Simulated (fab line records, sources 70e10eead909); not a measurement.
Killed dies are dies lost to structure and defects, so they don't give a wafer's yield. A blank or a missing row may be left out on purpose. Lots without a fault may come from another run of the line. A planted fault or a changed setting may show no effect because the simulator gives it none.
Which tool did it? | flow nand_harc | 11 lots, 33 wafers sampled, at 6 steps of a route of 1302

WHAT THE GAUGES READ, wafer by wafer
NHARC_A_M1_INSPECT_11. Usual: raw_defect_count 83, standard deviation 39.
lot  | measured     | on                | raw_defect_count | flag
L637 | day 22 09:49 | defect_inspect-01 | 70 55 61         |
L638 | day 23 05:27 | defect_inspect-02 | 57 64 56         |
L639 | day 23 08:05 | defect_inspect-02 | 142 153 164      |
L642 | day 24 13:32 | defect_inspect-02 | 27 26 28         |
L641 | day 24 15:34 | defect_inspect-01 | 135 142 133      |
L645 | day 26 02:46 | defect_inspect-02 | 120 116 114      |
L650 | day 28 03:36 | defect_inspect-01 | 74 70 946        | OFF
L651 | day 28 06:01 | defect_inspect-02 | 967 110 83       | OFF
L654 | day 29 01:01 | defect_inspect-01 | 63 70 75         |
L658 | day 31 09:49 | defect_inspect-02 | 82 78 83         |
L660 | day 32 03:28 | defect_inspect-02 | 132 124 125      |

NHARC_END_SORT_01. Usual: defect_limited_yield 91.7 %, standard deviation 2.5; killed_at_array 52, standard deviation 18; killed_at_other 1.0, standard deviation 1.4; killed_at_periphery 3.1, standard deviation 2.3; killed_dies 56, standard deviation 17; killed_open 3.0, standard deviation 1.7; killed_short 2.5, standard deviation 1.7; sort_bin_2_pct 3.0 %, standard deviation 1.1; sort_bin_3_pct 0.6 %, standard deviation 0.36; sort_bin_4_pct 4.8 %, standard deviation 1.4; sort_n_pass 621, standard deviation 17; sort_rim_yield_pct 91 %, standard deviation 4.6; sort_yield_pct 91.7 %, standard deviation 2.5.
lot  | measured     | on        | defect_limited_yield (%) | killed_at_array | killed_at_other | killed_at_periphery | killed_dies | killed_open | killed_short | sort_bin_2_pct (%) | sort_bin_3_pct (%) | sort_bin_4_pct (%) | sort_n_pass | sort_rim_yield_pct (%) | sort_yield_pct (%) | flag
L642 | day 26 04:43 | prober-02 | 95.4 95.6 95.9           | 28 28 25        | 1 0 2           | 2 2 1               | 31 30 28    | 3 4 1       | 4 4 1        | 2.2 1.3 1.2        | 0.1 0.1 0.3        | 2.2 3.0 2.7        | 646 647 649 | 95 97 93               | 95.4 95.6 95.9     |
L650 | day 29 19:25 | prober-01 | 90.8 90.8 79.3           | 58 54 137       | 0 0 0           | 4 8 3               | 62 62 140   | 5 3 5       | 3 4 3        | 3.2 3.7 8.1        | 0.4 0.3 4.6        | 5.5 5.2 8.0        | 615 615 537 | 90 89 88               | 90.8 90.8 79.3     | OFF
L651 | day 29 11:35 | prober-01 | 82.0 90.5 89.1           | 119 59 67       | 1 1 4           | 2 4 3               | 122 64 74   | 1 1 4       | 1 2 0        | 9.5 3.0 3.2        | 3.7 1.5 0.6        | 4.9 5.0 7.1        | 555 613 603 | 95 78 92               | 82.0 90.5 89.1     | OFF

WHICH TOOL RAN EACH LOT (tool, then ch and the chambers of the sampled wafers, then the start)
lot  | NHARC_A_M0_ETCH_34                 | NHARC_A_M0_PRE_CLEAN_31         | NHARC_A_M1_PVD_20                       | NHARC_A_M1_PVD_21
L637 | rie_diel-06 ch 1,2, day 22 05:55   | pecvd-04 ch 0,2, day 22 08:23   | pvd_sputter-02, no start                | pvd_sputter-02, no start
L638 | rie_diel-06 ch 0,1,2, day 23 01:41 | pecvd-02 ch 0,1, day 23 04:08   | pvd_sputter-01, no start                | pvd_sputter-01, no start
L639 | rie_diel-01 ch 1,2,3, day 23 04:07 | pecvd-02 ch 1,2, day 23 06:38   | pvd_sputter-01, no start                | pvd_sputter-01, no start
L642 | rie_diel-11 ch 1,3, day 24 09:45   | pecvd-03 ch 0,1,2, day 24 12:13 | pvd_sputter-03, day 26 04:43 or earlier | pvd_sputter-03, day 26 04:43 or earlier
L641 | rie_diel-06 ch 2,3, day 24 11:38   | pecvd-03 ch 0,2, day 24 14:08   | pvd_sputter-01, no start                | pvd_sputter-01, no start
L645 | rie_diel-01 ch 0,3, day 25 22:34   | pecvd-03 ch 0,1,2, day 26 01:10 | pvd_sputter-01, no start                | pvd_sputter-01, no start
L650 | rie_diel-11 ch 0,1,3, day 27 23:41 | pecvd-03 ch 0,1,2, day 28 02:10 | pvd_sputter-03, day 29 19:25 or earlier | pvd_sputter-03, day 29 19:25 or earlier
L651 | rie_diel-01 ch 1,2,3, day 28 02:07 | pecvd-03 ch 0,1,2, day 28 04:34 | pvd_sputter-03, day 29 11:35 or earlier | pvd_sputter-03, day 29 11:35 or earlier
L654 | rie_diel-01 ch 0,1, day 28 21:07   | pecvd-04 ch 0,2, day 28 23:35   | pvd_sputter-03, no start                | pvd_sputter-03, no start
L658 | rie_diel-01 ch 1,3, day 31 05:55   | pecvd-04 ch 0,1, day 31 08:23   | pvd_sputter-01, no start                | pvd_sputter-01, no start
L660 | rie_diel-11 ch 1,3, day 31 23:30   | pecvd-02 ch 0,2, day 32 02:08   | pvd_sputter-03, no start                | pvd_sputter-03, no start
- NHARC_A_M0_ETCH_34: etches the open film in N2/H2, target depth 40 nm, overetch 12 nm, time 43.94 s.
- NHARC_A_M0_PRE_CLEAN_31: time 12 s.
- NHARC_A_M1_PVD_20: deposits TaN, target thk 5 nm, time 8.06 s.
- NHARC_A_M1_PVD_21: deposits Cu, target thk 30 nm, time 20.49 s.

WHAT THE TOOLS THEMSELVES READ (means of the sampled wafers that have a number; where no wafer has one, the mark that the record gives instead)
NHARC_A_M0_ETCH_34. Usual: drypump_motor_current_A 6.02 A, standard deviation 0.28; mfc_ar_sccm 0.011 sccm, standard deviation 0.011; oes_product_au 1.000 a.u., standard deviation 0.015; rf_vpp_V 430.9 V, standard deviation 2.5; showerhead_plenum_p_Torr 2.05 Torr, standard deviation 0.079; throttle_valve_pct 14.170 %, standard deviation 0.0089.
lot  | tool        | drypump_motor_current_A (A) | mfc_ar_sccm (sccm) | oes_product_au (a.u.) | rf_vpp_V (V) | showerhead_plenum_p_Torr (Torr) | throttle_valve_pct (%) | flag
L637 | rie_diel-06 | 6.21                        | 0.011              | 0.994                 | 428.9        | 1.98                            | 14.173                 |
L638 | rie_diel-06 | 6.15                        | 0.016              | 0.980                 | 429.9        | 2.00                            | 14.167                 |
L639 | rie_diel-01 | 5.86                        | 0.007              | 1.007                 | 433.6        | 2.11                            | 14.172                 |
L642 | rie_diel-11 | 5.44                        | 0.013              | 0.997                 | 433.2        | 2.12                            | 14.172                 |
L641 | rie_diel-06 | 6.27                        | 0.014              | 0.999                 | 428.3        | 1.98                            | 14.171                 |
L645 | rie_diel-01 | 6.01                        | 0.010              | 1.019                 | 428.0        | 1.99                            | 14.174                 |
L650 | rie_diel-11 | 5.69                        | 0.007              | 0.995                 | 431.9        | 2.12                            | 14.179                 |
L651 | rie_diel-01 | 5.87                        | 0.007              | 1.001                 | 432.8        | 2.11                            | 14.173                 |
L654 | rie_diel-01 | 6.26                        | 0.027              | 0.996                 | 430.2        | 2.00                            | 14.174                 |
L658 | rie_diel-01 | 5.90                        | 0.007              | 1.007                 | 430.6        | 2.05                            | 14.160                 |
L660 | rie_diel-11 | 5.43                        | 0.013              | 0.998                 | 433.5        | 2.12                            | 14.164                 |

NHARC_A_M0_PRE_CLEAN_31. Usual: heater_power_w 634 W, standard deviation 75.
lot  | tool     | heater_power_w (W) | flag
L637 | pecvd-04 | 591                |
L638 | pecvd-02 | 712                |
L639 | pecvd-02 | 701                |
L642 | pecvd-03 | 617                |
L641 | pecvd-03 | 638                |
L645 | pecvd-03 | 619                |
L650 | pecvd-03 | 628                |
L651 | pecvd-03 | 645                |
L654 | pecvd-04 | 632                |
L658 | pecvd-04 | 608                |
L660 | pecvd-02 | 705                |

NHARC_A_M1_PVD_20. Usual: throttle_valve_pct 30.2 %, standard deviation 1.1.
lot  | tool           | throttle_valve_pct (%) | flag
L637 | pvd_sputter-02 | 29.5                   |
L638 | pvd_sputter-01 | 31.5                   |
L639 | pvd_sputter-01 | 31.0                   |
L642 | pvd_sputter-03 | 29.7                   |
L641 | pvd_sputter-01 | 31.1                   |
L645 | pvd_sputter-01 | 30.7                   |
L650 | pvd_sputter-03 | 29.3                   |
L651 | pvd_sputter-03 | 29.7                   |
L654 | pvd_sputter-03 | 30.5                   |
L658 | pvd_sputter-01 | 31.2                   |
L660 | pvd_sputter-03 | 30.4                   |

NHARC_A_M1_PVD_21. Usual: throttle_valve_pct 30.2 %, standard deviation 1.1.
lot  | tool           | throttle_valve_pct (%) | flag
L637 | pvd_sputter-02 | 30.4                   |
L638 | pvd_sputter-01 | 30.5                   |
L639 | pvd_sputter-01 | 30.8                   |
L642 | pvd_sputter-03 | 29.4                   |
L641 | pvd_sputter-01 | 31.1                   |
L645 | pvd_sputter-01 | 31.0                   |
L650 | pvd_sputter-03 | 29.4                   |
L651 | pvd_sputter-03 | 29.5                   |
L654 | pvd_sputter-03 | 30.4                   |
L658 | pvd_sputter-01 | 30.3                   |
L660 | pvd_sputter-03 | 29.0                   |

THE ANSWER, worked out from the rows above alone
Rule: a lot is off if the mean of its wafers that have a number lies more than 3 standard deviations from the usual mean. A lot without any number at a reading at which 4 lots or more have one is off too. The other lots that the step has rows for count as sound. The gauges are gone through in route order, then the tools' own readings, and for those a lot's mean is taken as printed above. The first step at which some lot is off is used, and at that step the reading that is off furthest; a lot without a number counts as furthest.
Off: L650, L651, at NHARC_A_M1_INSPECT_11 (raw_defect_count).
A tool fits if, at a process step before that reading, it ran every lot that is off, and no sound lot after the first of them. The gauges at NHARC_A_M1_INSPECT_11 aren't tried: what is off there is off at NHARC_END_SORT_01 too, on other tools, and a gauge's error can't cause that. One fits: pecvd-03 at NHARC_A_M0_PRE_CLEAN_31. Its last sound lot is L645 (day 26 01:10), its first lot that is off L650 (day 28 02:10): a fault that began between those two fits.

WHAT THE SIMULATOR HAD PUT IN
Chamber particle source: pecvd-03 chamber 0, from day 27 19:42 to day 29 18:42, at NHARC_A_M0_PRE_CLEAN_31. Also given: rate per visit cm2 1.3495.
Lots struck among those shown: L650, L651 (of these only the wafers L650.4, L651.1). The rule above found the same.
